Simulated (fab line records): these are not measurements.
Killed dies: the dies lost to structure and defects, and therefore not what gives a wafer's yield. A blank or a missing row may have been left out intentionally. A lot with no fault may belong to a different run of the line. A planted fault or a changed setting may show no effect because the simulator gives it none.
What tool caused it? + flow nandHarc + Sampling: 11 lots, 33 wafers, 4 of 1159 route steps

WHAT EACH GAUGE READ, for each wafer
NHARC_P_ZERO_WELL_CD_MEAS_24 targets a cd of 720 nm. Usual: 719.6 nm for cdNm, sd 1.8.
| lot  | measured    | on       | cdNm (nm)         | flag |
|------|-------------|----------|-------------------|------|
| L765 | day 1 14:29 | cdSem-03 | 718.7 719.8 719.3 |      |
| L766 | day 1 20:35 | cdSem-03 | 722.5 721.1 720.1 |      |
| L767 | day 2 02:30 | cdSem-02 | 720.0 715.6 716.1 |      |
| L768 | day 2 08:35 | cdSem-02 | 720.8 720.4 716.7 |      |
| L770 | day 2 20:29 | cdSem-03 | 720.5 721.5 719.9 |      |
| L771 | day 3 02:29 | cdSem-01 | 719.7 721.2 720.7 |      |
| L774 | day 3 20:27 | cdSem-01 | 718.8 718.3 719.8 |      |
| L776 | day 4 08:29 | cdSem-02 | 716.2 717.3 719.2 |      |
| L778 | day 4 20:40 | cdSem-01 | 719.7 721.3 722.9 |      |
| L780 | day 5 08:29 | cdSem-01 | 707.4 707.4 710.9 | OFF  |
| L788 | day 7 08:33 | cdSem-03 | 718.9 718.0 720.4 |      |

TOOL THAT RAN EACH LOT (tool first, then ch and the chambers of the sampled wafers, then the start)
| lot  | NHARC_P_ZERO_WELL_ETCH_62                   | NHARC_P_ZERO_WELL_ETCH_63      | NHARC_P_ZERO_WELL_EXPOSE_21     |
|------|---------------------------------------------|--------------------------------|---------------------------------|
| L765 | rieDiel-03 ch 0,1,2, day 1 13:42 or earlier | rieSi-01 ch 0,2, day 1 13:42   | krfScanner-02 ch 0, day 1 14:20 |
| L766 | rieDiel-13 ch 1,2, day 1 19:40 or earlier   | rieSi-02 ch 1,3, day 1 19:40   | krfScanner-01 ch 0, day 1 20:26 |
| L767 | rieDiel-05 ch 2,3, day 2 01:42 or earlier   | rieSi-02 ch 0,1,2, day 2 01:42 | krfScanner-01 ch 0, day 2 02:20 |
| L768 | rieDiel-13 ch 1,2,3, day 2 07:39 or earlier | rieSi-06 ch 0,2,3, day 2 07:39 | krfScanner-03 ch 0, day 2 08:25 |
| L770 | rieDiel-13 ch 0,1, day 2 19:34 or earlier   | rieSi-02 ch 0,2,3, day 2 19:34 | krfScanner-02 ch 0, day 2 20:20 |
| L771 | rieDiel-03 ch 0,1,2, day 3 01:40 or earlier | rieSi-01 ch 1,3, day 3 01:40   | krfScanner-02 ch 0, day 3 02:20 |
| L774 | rieDiel-03 ch 1,3, day 3 19:40 or earlier   | rieSi-06 ch 0,2,3, day 3 19:40 | krfScanner-01 ch 0, day 3 20:17 |
| L776 | rieDiel-03 ch 0,1,3, day 4 07:39 or earlier | rieSi-02 ch 0,1,3, day 4 07:39 | krfScanner-02 ch 0, day 4 08:20 |
| L778 | rieDiel-13 ch 0,3, day 4 19:44 or earlier   | rieSi-01 ch 0,2, day 4 19:44   | krfScanner-01 ch 0, day 4 20:31 |
| L780 | rieDiel-05 ch 1,2,3, day 5 07:33 or earlier | rieSi-02 ch 1,2,3, day 5 07:33 | krfScanner-01 ch 0, day 5 08:19 |
| L788 | rieDiel-03 ch 2,3, day 7 07:38 or earlier   | rieSi-06 ch 1,2, day 7 07:38   | krfScanner-03 ch 0, day 7 08:23 |
- NHARC_P_ZERO_WELL_ETCH_62: etches the open film in CHF3/Ar, target depth 13 nm, time 6.5 s.
- NHARC_P_ZERO_WELL_ETCH_63: etches the open film in HBr/Cl2, target depth 120 nm, time 40.1 s.
- NHARC_P_ZERO_WELL_EXPOSE_21: exposes mask P NWELL, target cd 720 nm.

AS READ BY THE TOOLS THEMSELVES (means over the sampled wafers that have a number; for cases with no such wafer, the mark the record gives instead)
NHARC_P_ZERO_WELL_ETCH_62. Usual: drypumpMotorCurrentA is 5.4 A with standard deviation 0.39, mfcArSccm is 199.9 sccm with standard deviation 0.55, oesProductAu is 0.955 a.u. with standard deviation 0.017, rfFwdPowerW is 488.7 W with standard deviation 2.3, rfVppV is 370.6 V with standard deviation 1.9, showerheadPlenumPTorr is 2.35 Torr with standard deviation 0.08, and throttleValvePct is 20.216 % with standard deviation 0.0096.
| lot  | tool       | drypumpMotorCurrentA (A) | mfcArSccm (sccm) | oesProductAu (a.u.) | rfFwdPowerW (W) | rfVppV (V) | showerheadPlenumPTorr (Torr) | throttleValvePct (%) | flag |
|------|------------|--------------------------|------------------|---------------------|-----------------|------------|------------------------------|----------------------|------|
| L765 | rieDiel-03 | 5.5                      | 199.9            | 0.958               | 489.7           | 371.1      | 2.34                         | 20.226               |      |
| L766 | rieDiel-13 | 5.2                      | 199.8            | 0.960               | 489.8           | 368.7      | 2.29                         | 20.208               |      |
| L767 | rieDiel-05 | 5.6                      | 200.4            | 0.945               | 488.4           | 371.1      | 2.38                         | 20.212               |      |
| L768 | rieDiel-13 | 5.5                      | 199.9            | 0.948               | 489.8           | 370.3      | 2.34                         | 20.223               |      |
| L770 | rieDiel-13 | 5.8                      | 199.8            | 0.976               | 487.6           | 372.3      | 2.40                         | 20.201               |      |
| L771 | rieDiel-03 | 5.5                      | 200.2            | 0.955               | 487.2           | 371.0      | 2.34                         | 20.210               |      |
| L774 | rieDiel-03 | 5.2                      | 200.0            | 0.959               | 488.4           | 370.5      | 2.34                         | 20.215               |      |
| L776 | rieDiel-03 | 5.3                      | 199.9            | 0.962               | 487.5           | 371.1      | 2.37                         | 20.214               |      |
| L778 | rieDiel-13 | 5.7                      | 200.4            | 0.968               | 488.3           | 372.7      | 2.42                         | 20.226               |      |
| L780 | rieDiel-05 | 5.4                      | 199.5            | 0.965               | 490.8           | 371.5      | 2.38                         | 20.218               |      |
| L788 | rieDiel-03 | 5.2                      | 199.9            | 0.943               | 487.3           | 366.9      | 2.22                         | 20.213               |      |

NHARC_P_ZERO_WELL_ETCH_63. Usual: drypumpMotorCurrentA 6.0 A, standard deviation 0.52; hbrFlowSccm 150.0 sccm, standard deviation 0.48; oesProductAu 1.000 a.u., standard deviation 0.0095; rfFwdPowerW 394.7 W, standard deviation 1.9; throttleValvePct 26.406 %, standard deviation 0.01.
| lot  | tool     | drypumpMotorCurrentA (A) | hbrFlowSccm (sccm) | oesProductAu (a.u.) | rfFwdPowerW (W) | throttleValvePct (%) | flag |
|------|----------|--------------------------|--------------------|---------------------|-----------------|----------------------|------|
| L765 | rieSi-01 | 5.2                      | 150.0              | 1.004               | 395.7           | 26.414               |      |
| L766 | rieSi-02 | 6.3                      | 150.4              | 1.004               | 395.5           | 26.405               |      |
| L767 | rieSi-02 | 6.1                      | 149.4              | 1.009               | 393.9           | 26.409               |      |
| L768 | rieSi-06 | 6.2                      | 150.2              | 1.009               | 394.2           | 26.407               |      |
| L770 | rieSi-02 | 5.9                      | 150.2              | 0.998               | 393.7           | 26.418               |      |
| L771 | rieSi-01 | 6.2                      | 150.5              | 0.993               | 395.4           | 26.407               |      |
| L774 | rieSi-06 | 6.2                      | 150.0              | 1.009               | 394.8           | 26.406               |      |
| L776 | rieSi-02 | 6.1                      | 149.9              | 0.996               | 394.4           | 26.406               |      |
| L778 | rieSi-01 | 5.2                      | 149.7              | 1.000               | 395.2           | 26.409               |      |
| L780 | rieSi-02 | 6.1                      | 150.6              | 0.993               | 392.8           | 26.401               |      |
| L788 | rieSi-06 | 6.5                      | 149.8              | 1.008               | 395.3           | 26.409               |      |

THE ANSWER, worked out from the rows above alone
Rule: lot off if the mean of its wafers having a number is beyond 3 standard deviations from the usual mean. A lot without any number at a reading at which 4 lots or more have one is off too. Where the step has rows for the other lots, those lots are counted as sound. First the gauges in route order, then the tools' own readings, where a lot's mean is used as printed above. At the first step where some lot is off, the reading lying furthest off is the one used; lots without a number count as furthest.
Off: L780, at NHARC_P_ZERO_WELL_CD_MEAS_24 (cdNm).
A tool fits if, at a process step before that reading, it ran every lot that is off, and no sound lot after the first of them. Gauges at NHARC_P_ZERO_WELL_CD_MEAS_24: tried the same way as those tools. With no start given for some of its lots, NHARC_P_ZERO_WELL_ETCH_62 uses the hours and lot order of NHARC_P_ZERO_WELL_ETCH_63. Can't be told from this: 4 tools fit, rieDiel-05 at NHARC_P_ZERO_WELL_ETCH_62, rieSi-02 at NHARC_P_ZERO_WELL_ETCH_63, krfScanner-01 at NHARC_P_ZERO_WELL_EXPOSE_21, cdSem-01 at NHARC_P_ZERO_WELL_CD_MEAS_24.

WHAT HAD BEEN PUT IN BY THE SIMULATOR
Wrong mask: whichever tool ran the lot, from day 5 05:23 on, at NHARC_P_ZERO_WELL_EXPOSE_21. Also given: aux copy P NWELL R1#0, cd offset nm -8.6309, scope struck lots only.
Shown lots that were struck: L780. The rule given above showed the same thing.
